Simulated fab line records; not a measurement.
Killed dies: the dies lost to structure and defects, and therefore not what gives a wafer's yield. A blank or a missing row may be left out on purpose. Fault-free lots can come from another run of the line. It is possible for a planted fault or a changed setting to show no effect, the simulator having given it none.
Problem report, 8D (eight disciplines) form, completed by code -- flow nand-harc -- the parts of the form that need people (team, actions taken, sign-off) are left out

== 1. THE PROBLEM ==
Wafers without a fault read 11.311 %, standard deviation 0.0093; throttle-valve-pct at NHARC_P_ZERO_WELL_DESCUM_54 reads a mean of 12.213 % on 3 wafers belonging to 2 lots. That puts it +97 standard deviations away from the usual mean.
The step: chemistry O2, time 3 s.
Earliest sighting: wafer L291.3 on rie-diel-08 at day 7 12:31. Wafers with a number at this step in the record: 33, from 11 lots. The rule behind "out" and "out of limits": a value lying over 4 standard deviations away from the usual mean. All remaining wafers that have a number are taken as sound.

== 2. WHAT IT IS, AND WHAT IT ISN'T ==
question,is,is not
which readings at this step,"throttle-valve-pct, o2-flow-sccm","drypump-motor-current-A, oes-product-au, rf-vpp-V, showerhead-plenum-p-Torr"
which lots,"L291, L292","L278, L280, L281, L293, L294, L295, L299, L300, L301"
which wafers of those lots,"L291.3, L291.4, L292.5","L291.1, L292.1, L292.6"
read on which tools,rie-diel-08,"rie-diel-05, rie-diel-09"
when,from day 7 12:31,"up to then (10 sound wafers); but 20 sound wafers of L292, L293, L294, L295, L299, L300, L301 came after"

== 3. SUSPECTS, AND WHAT RULES EACH OUT ==
Counting: a tool at a process step up to the reading stays a suspect if it ran every lot that is out. Sound lots after the first of them don't rule it out here, since some wafers of a struck lot are sound.
- rie-diel-05 at NHARC_P_ZERO_WELL_DESCUM_39 (chemistry O2, time 3 s): kept. It ran every lot that is out, first L291 (day 7 10:59).
- rie-diel-08 at NHARC_P_ZERO_WELL_DESCUM_54 (chemistry O2, time 3 s): kept. Every lot that is out went through it, the first being L291 (day 7 12:31); the last sound lot it ran before that was L281 (day 3 08:55). Its own o2-flow-sccm, throttle-valve-pct readings are out on those wafers.
- In rie-diel-08 at NHARC_P_ZERO_WELL_DESCUM_54, the wafers that are out were processed in chamber 2 and their sound lot-mates in chambers 1, 3.
Remaining after the count are rie-diel-05 at NHARC_P_ZERO_WELL_DESCUM_39 and rie-diel-08 at NHARC_P_ZERO_WELL_DESCUM_54.

== 4. THE CAUSE (what the simulator had put in) ==
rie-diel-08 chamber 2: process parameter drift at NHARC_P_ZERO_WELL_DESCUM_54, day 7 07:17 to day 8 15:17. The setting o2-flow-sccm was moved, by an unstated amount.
2 suspects survive the count, and this tool is in that group.

== 5. THE CHAIN OF EFFECTS, in route order ==
Rows list readings where the struck wafers' mean (over those with a number) sits beyond 3 standard deviations from the usual. Scope: only readings with a usual standard deviation given in the record; hours: median across lots of the time from each lot's start at the first step in this table that gives one to its start at this step; sigmas: change in usual standard deviations.
hours,step,reading,usual,on struck wafers,change,sigmas
0,NHARC_P_ZERO_WELL_DESCUM_54,o2-flow-sccm,199.9 sccm,239.7,+39.8,+66
0,NHARC_P_ZERO_WELL_DESCUM_54,throttle-valve-pct,11.311 %,12.213,+0.902,+97
The process steps in it:
- NHARC_P_ZERO_WELL_DESCUM_54: chemistry O2, time 3 s.

== 6. WHAT WOULD HAVE CAUGHT IT SOONER ==
5 hours passed between the start of the fault at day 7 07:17 and the first reading out of limits in this record, taken at day 7 12:31.
